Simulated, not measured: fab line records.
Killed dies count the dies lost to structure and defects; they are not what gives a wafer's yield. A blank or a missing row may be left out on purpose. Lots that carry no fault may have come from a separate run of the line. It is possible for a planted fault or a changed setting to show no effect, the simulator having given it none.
Matching of chambers ; flow nand_harc ; rie_diel-11 running NHARC_A_M1_STRIP_18: 4 sister chambers
The step strips in N2/H2. 8 wafers are shown with their chamber, then 7 later ones without.

== EACH WAFER AND ITS CHAMBER ==
wafer;chamber;drypump_motor_current_A (A);rf_vpp_V (V)
L459.3;1;5.54;89.6
L462.5;1;5.53;88.5
L462.6;2;5.42;90.0
L465.2;3;6.31;91.4
L465.4;0;5.75;92.3
L465.5;2;5.44;90.3
L468.1;3;6.31;91.4
L468.2;0;5.80;91.7

== WAFERS MISSING THEIR CHAMBER ==
wafer;drypump_motor_current_A (A);rf_vpp_V (V)
L468.4;5.52;91.3
L471.1;6.32;91.6
L471.3;5.75;90.9
L471.4;5.55;89.3
L481.3;6.32;91.4
L481.5;5.40;91.3
L481.6;6.33;91.7

== THE CHAMBER EACH PASSED THROUGH ==
wafer;from the rows above;in truth
L468.4;can't be placed: 1 or 2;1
L471.1;3;3
L471.3;0;0
L471.4;1;1
L481.3;3;3
L481.5;2;2
L481.6;3;3
6 of 7 placed correctly. Not placeable from these rows: 1 (in 1, the candidates include the true chamber). 0 placed wrongly.
How it was worked out, from the rows above alone: a wafer's distance from a chamber is the root of the sum, over the readings, of the square of ((its reading less the chamber's mean) divided by the reading's scatter). If the next closest chamber is less than 2 further off than the closest, the wafer can't be placed; otherwise it belongs to the closest. A chamber's mean is the mean of its shown wafers. The scatter: take each reading less its chamber's mean, square it, sum over the shown wafers, divide by the number of wafers less the number of chambers, and take the root.
